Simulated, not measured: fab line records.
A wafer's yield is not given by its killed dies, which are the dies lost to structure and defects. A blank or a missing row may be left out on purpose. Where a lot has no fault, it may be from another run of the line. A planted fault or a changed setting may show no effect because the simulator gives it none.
Matching of chambers    flow n5Finfet    aldSin-03 running N5_GATE_CUT_SAC_CAP_01: 4 sister chambers
The step material SiNx, target thk 24 nm, pulse time 1 s, ald cycles 480. 20 wafers are shown with their chamber, then 10 later ones without.

WAFERS, EACH WITH ITS CHAMBER
wafer   chamber  heaterPowerW (W)  precursorPulseHeightRel
L074.4  0        899               1.016
L074.5  1        706               0.980
L074.6  2        800               1.018
L075.2  1        704               1.026
L075.3  3        820               0.998
L075.4  2        804               1.004
L076.1  3        830               0.957
L076.3  1        688               1.001
L076.4  0        903               0.936
L078.1  0        927               0.974
L078.2  1        694               0.973
L078.4  3        841               1.018
L080.1  3        870               0.984
L080.5  0        925               1.013
L080.6  1        680               0.985
L081.2  2        787               0.981
L081.3  0        918               0.970
L081.5  1        699               1.009
L083.1  2        814               1.039
L083.2  3        820               1.004

SIGNATURES (means of the wafers above)
reading                  chamber 0  chamber 1  chamber 2  chamber 3  scatter within a chamber
heaterPowerW             914.40     695.17     801.25     836.20     14.2
precursorPulseHeightRel  0.98180    0.99567    1.01050    0.99220    0.0255
Rule: for each reading, subtract the chamber's mean from the wafer's reading, divide by that reading's scatter and square the result; add these up over the readings and take the root, which gives the wafer's distance from the chamber. The wafer belongs to the nearest chamber; if the next one is less than 2 further off, it can't be placed. How the scatter is found: for the shown wafers, subtract from each reading the mean of its chamber, square and add these, divide the total by (wafers less chambers), then take the root.

WAFERS WITH NO CHAMBER GIVEN
wafer   heaterPowerW (W)  precursorPulseHeightRel
L083.5  708               1.020
L091.1  699               1.015
L091.2  906               1.005
L091.3  790               0.999
L091.4  843               1.013
L091.5  701               0.975
L091.6  949               0.997
L094.1  824               1.012
L094.2  707               1.028
L094.6  694               0.974

EACH ONE'S CHAMBER
wafer   from the rows above      in truth
L083.5  1                        1
L091.1  1                        1
L091.2  0                        0
L091.3  2                        2
L091.4  can't be placed: 3 or 2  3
L091.5  1                        1
L091.6  0                        0
L094.1  can't be placed: 3 or 2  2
L094.2  1                        1
L094.6  1                        1
Placed correctly: 8 of 10. Cannot be placed on the basis of these rows: 2; the candidates contain the true chamber in 2. Number placed wrongly: 0.
